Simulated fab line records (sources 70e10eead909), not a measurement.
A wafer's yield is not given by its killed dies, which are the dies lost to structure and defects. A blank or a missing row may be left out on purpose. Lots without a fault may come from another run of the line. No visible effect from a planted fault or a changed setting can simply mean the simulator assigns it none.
The tool behind it: which one? || flow nand_harc || 12 lots with 36 wafers sampled at 3 steps, on a route of 1159 steps

## WHAT EACH GAUGE READ, for each wafer
NHARC_P_GATE_CD_MEAS_59: the cd target is 720 nm.
{"lot": "L898", "measured": "day 5 06:28", "on": "cd_sem-02", "cd_nm (nm)": "721.2 719.7 715.0"}
{"lot": "L901", "measured": "day 5 23:40", "on": "cd_sem-03", "cd_nm (nm)": "714.8 716.7 718.3"}
{"lot": "L900", "measured": "day 6 00:18", "on": "cd_sem-01", "cd_nm (nm)": "726.7 722.8 723.5"}
{"lot": "L903", "measured": "day 6 20:19", "on": "cd_sem-03", "cd_nm (nm)": "712.6 718.1 715.7"}
{"lot": "L904", "measured": "day 6 22:39", "on": "cd_sem-02", "cd_nm (nm)": "714.6 719.7 717.3"}
{"lot": "L908", "measured": "day 7 15:08", "on": "cd_sem-02", "cd_nm (nm)": "720.1 719.0 720.4"}
{"lot": "L907", "measured": "day 7 16:08", "on": "cd_sem-01", "cd_nm (nm)": "718.5 721.7 718.1"}
{"lot": "L910", "measured": "day 8 11:51", "on": "cd_sem-01", "cd_nm (nm)": "724.1 720.8 726.8"}
{"lot": "L912", "measured": "day 8 21:09", "on": "cd_sem-01", "cd_nm (nm)": "718.1 722.0 722.2"}
{"lot": "L913", "measured": "day 9 06:44", "on": "cd_sem-01", "cd_nm (nm)": "718.6 719.7 718.7"}
{"lot": "L915", "measured": "day 9 11:13", "on": "cd_sem-02", "cd_nm (nm)": "719.1 718.0 714.0"}
{"lot": "L920", "measured": "day 11 03:39", "on": "cd_sem-02", "cd_nm (nm)": "720.3 720.3 720.6"}

NHARC_P_GATE_CD_MEAS_91: the cd target is 2000 nm.
{"lot": "L898", "measured": "day 5 08:20", "on": "cd_sem-03", "cd_nm (nm)": "1998.8 2000.6 2003.2"}
{"lot": "L901", "measured": "day 6 01:23", "on": "cd_sem-01", "cd_nm (nm)": "2002.4 1999.9 2000.1"}
{"lot": "L900", "measured": "day 6 02:02", "on": "cd_sem-01", "cd_nm (nm)": "1999.2 1997.5 2002.2"}
{"lot": "L903", "measured": "day 6 22:01", "on": "cd_sem-02", "cd_nm (nm)": "1998.4 2001.9 2006.4"}
{"lot": "L904", "measured": "day 7 00:22", "on": "cd_sem-02", "cd_nm (nm)": "1999.5 2001.2 2001.1"}
{"lot": "L908", "measured": "day 7 16:49", "on": "cd_sem-03", "cd_nm (nm)": "2002.4 2002.6 2001.3"}
{"lot": "L907", "measured": "day 7 17:52", "on": "cd_sem-01", "cd_nm (nm)": "2005.9 2002.2 2001.8"}
{"lot": "L910", "measured": "day 8 13:34", "on": "cd_sem-01", "cd_nm (nm)": "1999.4 1998.6 1997.0"}
{"lot": "L912", "measured": "day 8 22:52", "on": "cd_sem-02", "cd_nm (nm)": "1976.3 1975.8 1975.1"}
{"lot": "L913", "measured": "day 9 08:32", "on": "cd_sem-02", "cd_nm (nm)": "2000.0 2000.2 2002.5"}
{"lot": "L915", "measured": "day 9 12:55", "on": "cd_sem-02", "cd_nm (nm)": "1999.2 2000.1 1995.4"}
{"lot": "L920", "measured": "day 11 05:22", "on": "cd_sem-01", "cd_nm (nm)": "2000.7 1997.4 2000.5"}

## EACH LOT AND THE TOOL THAT RAN IT (in order: tool; ch and the chambers of the sampled wafers; start)
{"lot": "L898", "NHARC_P_GATE_EXPOSE_88": "krf_scanner-03 ch 0, day 5 08:11"}
{"lot": "L901", "NHARC_P_GATE_EXPOSE_88": "krf_scanner-04 ch 0, day 6 01:14"}
{"lot": "L900", "NHARC_P_GATE_EXPOSE_88": "krf_scanner-03 ch 0, day 6 01:52"}
{"lot": "L903", "NHARC_P_GATE_EXPOSE_88": "krf_scanner-04 ch 0, day 6 21:52"}
{"lot": "L904", "NHARC_P_GATE_EXPOSE_88": "krf_scanner-03 ch 0, day 7 00:13"}
{"lot": "L908", "NHARC_P_GATE_EXPOSE_88": "krf_scanner-03 ch 0, day 7 16:40"}
{"lot": "L907", "NHARC_P_GATE_EXPOSE_88": "krf_scanner-04 ch 0, day 7 17:42"}
{"lot": "L910", "NHARC_P_GATE_EXPOSE_88": "krf_scanner-03 ch 0, day 8 13:25"}
{"lot": "L912", "NHARC_P_GATE_EXPOSE_88": "krf_scanner-03 ch 0, day 8 22:42"}
{"lot": "L913", "NHARC_P_GATE_EXPOSE_88": "krf_scanner-02 ch 0, day 9 08:23"}
{"lot": "L915", "NHARC_P_GATE_EXPOSE_88": "krf_scanner-03 ch 0, day 9 12:46"}
{"lot": "L920", "NHARC_P_GATE_EXPOSE_88": "krf_scanner-02 ch 0, day 11 05:12"}
- NHARC_P_GATE_EXPOSE_88: exposes mask P HVN, target cd 2000 nm.

## AS READ BY THE TOOLS THEMSELVES (means over the sampled wafers that have a number; for cases with no such wafer, the mark the record gives instead)
NHARC_P_GATE_EXPOSE_88.
{"lot": "L898", "tool": "krf_scanner-03", "exposure_dose_mJ_cm2": 11.891, "focus_offset_nm (nm)": -0.7}
{"lot": "L901", "tool": "krf_scanner-04", "exposure_dose_mJ_cm2": 11.873, "focus_offset_nm (nm)": -0.8}
{"lot": "L900", "tool": "krf_scanner-03", "exposure_dose_mJ_cm2": 11.863, "focus_offset_nm (nm)": 0.0}
{"lot": "L903", "tool": "krf_scanner-04", "exposure_dose_mJ_cm2": 11.873, "focus_offset_nm (nm)": -0.1}
{"lot": "L904", "tool": "krf_scanner-03", "exposure_dose_mJ_cm2": 11.871, "focus_offset_nm (nm)": -0.5}
{"lot": "L908", "tool": "krf_scanner-03", "exposure_dose_mJ_cm2": 11.871, "focus_offset_nm (nm)": 0.0}
{"lot": "L907", "tool": "krf_scanner-04", "exposure_dose_mJ_cm2": 11.868, "focus_offset_nm (nm)": 0.0}
{"lot": "L910", "tool": "krf_scanner-03", "exposure_dose_mJ_cm2": 11.872, "focus_offset_nm (nm)": 0.6}
{"lot": "L912", "tool": "krf_scanner-03", "exposure_dose_mJ_cm2": 11.853, "focus_offset_nm (nm)": 0.5}
{"lot": "L913", "tool": "krf_scanner-02", "exposure_dose_mJ_cm2": 11.890, "focus_offset_nm (nm)": -0.9}
{"lot": "L915", "tool": "krf_scanner-03", "exposure_dose_mJ_cm2": 11.856, "focus_offset_nm (nm)": 0.1}
{"lot": "L920", "tool": "krf_scanner-02", "exposure_dose_mJ_cm2": 11.885, "focus_offset_nm (nm)": 0.1}

## THE ANSWER, worked out from the rows above alone
Rule: usual is defined by the lots themselves. Put in order of their means at a reading, lots are off if they are a third of the lots or fewer, leave a main group of 4 or more, and stand apart from it by a gap of 3 or more times the standard deviation of the main group's means; of several such gaps the widest counts. If all means in a main group match to the digits the tables above print for the reading, that group is not used. A lot without any number at a reading at which 4 lots or more have one is off too. The other lots that the step has rows for count as sound. First the gauges in route order, then the tools' own readings, where a lot's mean is used as printed above. At the first step where some lot is off, the reading lying furthest off is the one used; lots without a number count as furthest.
Off, at NHARC_P_GATE_CD_MEAS_91 on cd_nm: L912. For the main group the mean is 2000.6 nm and the standard deviation 1.5.
If a tool, at a process step before that reading, ran all the lots that are off and no sound lot after the first of them, it fits. Gauges at NHARC_P_GATE_CD_MEAS_91: tried the same way as those tools. No candidate that was tried fits.

## WHAT THE SIMULATOR HAD INSERTED
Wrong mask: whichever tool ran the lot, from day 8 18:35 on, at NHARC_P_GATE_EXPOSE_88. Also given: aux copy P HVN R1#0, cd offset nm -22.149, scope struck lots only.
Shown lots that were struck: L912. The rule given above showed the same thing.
